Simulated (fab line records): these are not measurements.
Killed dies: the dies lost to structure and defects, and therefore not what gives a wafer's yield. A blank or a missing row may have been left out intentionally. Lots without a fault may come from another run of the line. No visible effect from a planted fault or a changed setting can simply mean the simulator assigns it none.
Chamber matching :: flow nand harc :: NHARC_A_CONTACT_ETCH_110 on rie diel-02: 4 sister chambers
The step etches the open film in CF4/O2, target depth 60 nm, overetch 6 nm, time 33 s. 8 wafers are shown with their chamber, then 8 later ones without.

EACH WAFER AND ITS CHAMBER
wafer: L916.3
chamber: 3
drypump motor current A (A): 5.9
rf vpp V (V): 197.7

wafer: L916.4
chamber: 2
drypump motor current A (A): 5.8
rf vpp V (V): 196.9

wafer: L920.5
chamber: 1
drypump motor current A (A): 5.7
rf vpp V (V): 196.0

wafer: L920.6
chamber: 0
drypump motor current A (A): 6.0
rf vpp V (V): 198.9

wafer: L919.1
chamber: 3
drypump motor current A (A): 5.8
rf vpp V (V): 196.6

wafer: L919.3
chamber: 2
drypump motor current A (A): 5.8
rf vpp V (V): 196.3

wafer: L919.4
chamber: 1
drypump motor current A (A): 5.7
rf vpp V (V): 195.4

wafer: L922.1
chamber: 0
drypump motor current A (A): 6.0
rf vpp V (V): 200.7

WAFERS WHOSE CHAMBER IS MISSING
wafer: L922.4
drypump motor current A (A): 5.9
rf vpp V (V): 196.3

wafer: L922.6
drypump motor current A (A): 6.0
rf vpp V (V): 199.3

wafer: L923.1
drypump motor current A (A): 5.8
rf vpp V (V): 195.3

wafer: L923.2
drypump motor current A (A): 5.7
rf vpp V (V): 195.7

wafer: L923.5
drypump motor current A (A): 5.9
rf vpp V (V): 196.1

wafer: L926.1
drypump motor current A (A): 5.8
rf vpp V (V): 194.9

wafer: L926.3
drypump motor current A (A): 6.0
rf vpp V (V): 200.9

wafer: L926.6
drypump motor current A (A): 6.0
rf vpp V (V): 200.2

CHAMBER TAKEN BY EACH
wafer: L922.4
from the rows above: can't be placed: 3 or 2
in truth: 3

wafer: L922.6
from the rows above: 0
in truth: 0

wafer: L923.1
from the rows above: can't be placed: 2 or 3 or 1
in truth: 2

wafer: L923.2
from the rows above: 1
in truth: 1

wafer: L923.5
from the rows above: can't be placed: 3 or 2
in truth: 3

wafer: L926.1
from the rows above: can't be placed: 2 or 1 or 3
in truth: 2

wafer: L926.3
from the rows above: 0
in truth: 0

wafer: L926.6
from the rows above: 0
in truth: 0
4 of 8 placed correctly. Can't be placed from these rows: 4 (the true chamber is among the candidates in 4). Number placed wrongly: 0.
How it was worked out, from the rows above alone: a wafer's distance from a chamber is the root of the sum, over the readings, of the square of ((its reading less the chamber's mean) divided by the reading's scatter). If the next closest chamber is less than 2 further off than the closest, the wafer can't be placed; otherwise it belongs to the closest. For every chamber, the mean is computed from those of its wafers that are shown. The scatter: the root of (the sum of the squares of (reading less its chamber's mean) over the shown wafers, divided by (wafers less chambers)).
